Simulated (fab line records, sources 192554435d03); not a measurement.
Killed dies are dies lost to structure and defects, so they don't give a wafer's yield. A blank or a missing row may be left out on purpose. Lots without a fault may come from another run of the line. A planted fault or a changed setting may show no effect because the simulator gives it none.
Chamber matching | flow n5_finfet | N5_BEOL_M5_DESCUM_33 on rie_diel-05: 4 sister chambers
The step chemistry O2, time 7 s. 4 wafers are shown with their chamber, then 7 later ones without.

WAFERS WITH THEIR CHAMBER
wafer  | chamber | showerhead_plenum_p_Torr (Torr)
L075.5 | 0       | 2.15
L075.6 | 1       | 2.02
L091.1 | 2       | 2.05
L091.3 | 3       | 2.01

WAFERS WITHOUT THEIR CHAMBER
wafer  | showerhead_plenum_p_Torr (Torr)
L091.4 | 2.14
L093.2 | 2.14
L093.5 | 2.05
L093.6 | 2.01
L094.1 | 2.01
L094.4 | 2.01
L094.6 | 2.01

WHICH CHAMBER EACH WENT THROUGH
wafer  | from the rows above     | in truth
L091.4 | 0                       | 0
L093.2 | 0                       | 0
L093.5 | 2                       | 2
L093.6 | can't be placed: 3 or 1 | 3
L094.1 | can't be placed: 3 or 1 | 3
L094.4 | can't be placed: 3 or 1 | 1
L094.6 | can't be placed: 3 or 1 | 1
Placed correctly: 3 of 7. Can't be placed from these rows: 4 (the true chamber is among the candidates in 4). Placed wrongly: 0.
How it was worked out, from the rows above alone: a wafer's distance from a chamber is the root of the sum, over the readings, of the square of ((its reading less the chamber's mean) divided by the reading's scatter). The wafer belongs to the nearest chamber; if the next one is less than 2 further off, it can't be placed. A chamber's mean is the mean of its shown wafers. The scatter: with one shown wafer a chamber, the root of the mean of the squares of how far each hidden wafer lies from its nearest shown one.
